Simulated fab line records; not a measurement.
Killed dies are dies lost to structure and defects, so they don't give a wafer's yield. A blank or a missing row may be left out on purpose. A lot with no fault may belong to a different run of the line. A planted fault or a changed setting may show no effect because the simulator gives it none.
Matching of chambers -- flow nand_harc -- NHARC_P_BONDPAD_DEP_00 on pecvd-01: 3 sister chambers
The step deposits SiCN, target thk 250 nm. 6 wafers are shown with their chamber, then 7 later ones without.

EACH WAFER AND ITS CHAMBER
wafer,chamber,heater_power_w (W)
L078.4,2,724
L087.1,1,486
L087.2,0,566
L087.4,1,494
L091.1,2,690
L091.2,0,621

WAFERS WHOSE CHAMBER IS MISSING
wafer,heater_power_w (W)
L091.3,484
L090.3,706
L090.4,471
L090.6,715
L094.1,523
L094.4,564
L094.6,658

EACH ONE'S CHAMBER
wafer,from the rows above,in truth
L091.3,1,1
L090.3,2,2
L090.4,1,1
L090.6,2,2
L094.1,can't be placed: 1 or 0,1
L094.4,can't be placed: 0 or 1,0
L094.6,can't be placed: 2 or 0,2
4 of 7 placed correctly. Cannot be placed on the basis of these rows: 3; the candidates contain the true chamber in 3. Number placed wrongly: 0.
How it was worked out, from the rows above alone: a wafer's distance from a chamber is the root of the sum, over the readings, of the square of ((its reading less the chamber's mean) divided by the reading's scatter). If the next closest chamber is less than 2 further off than the closest, the wafer can't be placed; otherwise it belongs to the closest. The mean given for a chamber averages the wafers shown for that chamber. How the scatter is found: for the shown wafers, subtract from each reading the mean of its chamber, square and add these, divide the total by (wafers less chambers), then take the root.
